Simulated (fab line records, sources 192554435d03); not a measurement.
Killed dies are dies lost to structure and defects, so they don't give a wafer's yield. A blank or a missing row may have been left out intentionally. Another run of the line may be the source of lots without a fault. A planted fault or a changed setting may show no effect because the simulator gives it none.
Matching of chambers || flow n5Finfet || N5_BEOL_M5_PECVD_70 on pecvd-02: 3 sister chambers
The step deposits SiO2 from TEOS/O2, target thk 16 nm, time 18 s. 6 wafers are shown with their chamber, then 8 later ones without.

== WAFERS WITH THEIR CHAMBER ==
{"wafer": "L083.4", "chamber": 1, "throttleValvePct (%)": 22.5, "susceptorTempC (C)": 399.88}
{"wafer": "L090.4", "chamber": 0, "throttleValvePct (%)": 21.8, "susceptorTempC (C)": 399.94}
{"wafer": "L092.1", "chamber": 2, "throttleValvePct (%)": 20.6, "susceptorTempC (C)": 399.65}
{"wafer": "L092.2", "chamber": 1, "throttleValvePct (%)": 22.5, "susceptorTempC (C)": 400.13}
{"wafer": "L092.3", "chamber": 0, "throttleValvePct (%)": 21.9, "susceptorTempC (C)": 399.91}
{"wafer": "L091.1", "chamber": 2, "throttleValvePct (%)": 20.7, "susceptorTempC (C)": 400.18}

== WAFERS WITH NO CHAMBER GIVEN ==
{"wafer": "L091.2", "throttleValvePct (%)": 22.7, "susceptorTempC (C)": 400.04}
{"wafer": "L091.3", "throttleValvePct (%)": 21.9, "susceptorTempC (C)": 399.80}
{"wafer": "L093.2", "throttleValvePct (%)": 22.3, "susceptorTempC (C)": 399.95}
{"wafer": "L093.3", "throttleValvePct (%)": 22.7, "susceptorTempC (C)": 399.86}
{"wafer": "L093.4", "throttleValvePct (%)": 20.4, "susceptorTempC (C)": 399.99}
{"wafer": "L097.2", "throttleValvePct (%)": 20.4, "susceptorTempC (C)": 399.79}
{"wafer": "L097.4", "throttleValvePct (%)": 22.7, "susceptorTempC (C)": 400.04}
{"wafer": "L097.5", "throttleValvePct (%)": 22.5, "susceptorTempC (C)": 399.97}

== CHAMBER TAKEN BY EACH ==
{"wafer": "L091.2", "from the rows above": 1, "in truth": 1}
{"wafer": "L091.3", "from the rows above": 0, "in truth": 0}
{"wafer": "L093.2", "from the rows above": 1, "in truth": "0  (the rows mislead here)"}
{"wafer": "L093.3", "from the rows above": 1, "in truth": 1}
{"wafer": "L093.4", "from the rows above": 2, "in truth": 2}
{"wafer": "L097.2", "from the rows above": 2, "in truth": 2}
{"wafer": "L097.4", "from the rows above": 1, "in truth": 1}
{"wafer": "L097.5", "from the rows above": 1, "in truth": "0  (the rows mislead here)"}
6 of 8 placed correctly. From these rows, 0 cannot be placed. Placed wrongly: 2.
How it was worked out, from the rows above alone: a wafer's distance from a chamber is the root of the sum, over the readings, of the square of ((its reading less the chamber's mean) divided by the reading's scatter). If the next closest chamber is less than 2 further off than the closest, the wafer can't be placed; otherwise it belongs to the closest. Each chamber's mean is taken over the wafers shown for it. The scatter: take each reading less its chamber's mean, square it, sum over the shown wafers, divide by the number of wafers less the number of chambers, and take the root.
